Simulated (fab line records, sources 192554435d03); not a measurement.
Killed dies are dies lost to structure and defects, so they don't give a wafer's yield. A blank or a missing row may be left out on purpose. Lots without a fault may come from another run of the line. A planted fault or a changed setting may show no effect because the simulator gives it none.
Chamber matching | flow n5_finfet | N5_SDB_CMP_30 on cmp-01: 4 sister chambers
The step polishes, stops on poly-Si, t overpolish 1.54 s, target thk 30 nm. 4 wafers are shown with their chamber, then 9 later ones without.

WAFERS WITH THEIR CHAMBER
wafer  | chamber | motor_current_A (A)
L084.5 | 2       | 12.4
L089.2 | 3       | 12.1
L089.4 | 0       | 13.5
L089.5 | 1       | 11.4

WAFERS WITHOUT THEIR CHAMBER
wafer  | motor_current_A (A)
L092.1 | 12.2
L092.2 | 13.4
L092.3 | 12.5
L093.1 | 12.7
L093.2 | 12.5
L093.4 | 11.4
L096.2 | 12.7
L096.3 | 11.3
L096.5 | 11.4

WHICH CHAMBER EACH WENT THROUGH
wafer  | from the rows above     | in truth
L092.1 | can't be placed: 3 or 2 | 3
L092.2 | 0                       | 0
L092.3 | can't be placed: 2 or 3 | 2
L093.1 | can't be placed: 2 or 3 | 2
L093.2 | can't be placed: 2 or 3 | 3
L093.4 | 1                       | 1
L096.2 | can't be placed: 2 or 3 | 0
L096.3 | 1                       | 1
L096.5 | 1                       | 1
Placed correctly: 4 of 9. Can't be placed from these rows: 5 (the true chamber is among the candidates in 4). Placed wrongly: 0.
How it was worked out, from the rows above alone: a wafer's distance from a chamber is the root of the sum, over the readings, of the square of ((its reading less the chamber's mean) divided by the reading's scatter). The wafer belongs to the nearest chamber; if the next one is less than 2 further off, it can't be placed. A chamber's mean is the mean of its shown wafers. The scatter: with one shown wafer a chamber, the root of the mean of the squares of how far each hidden wafer lies from its nearest shown one.
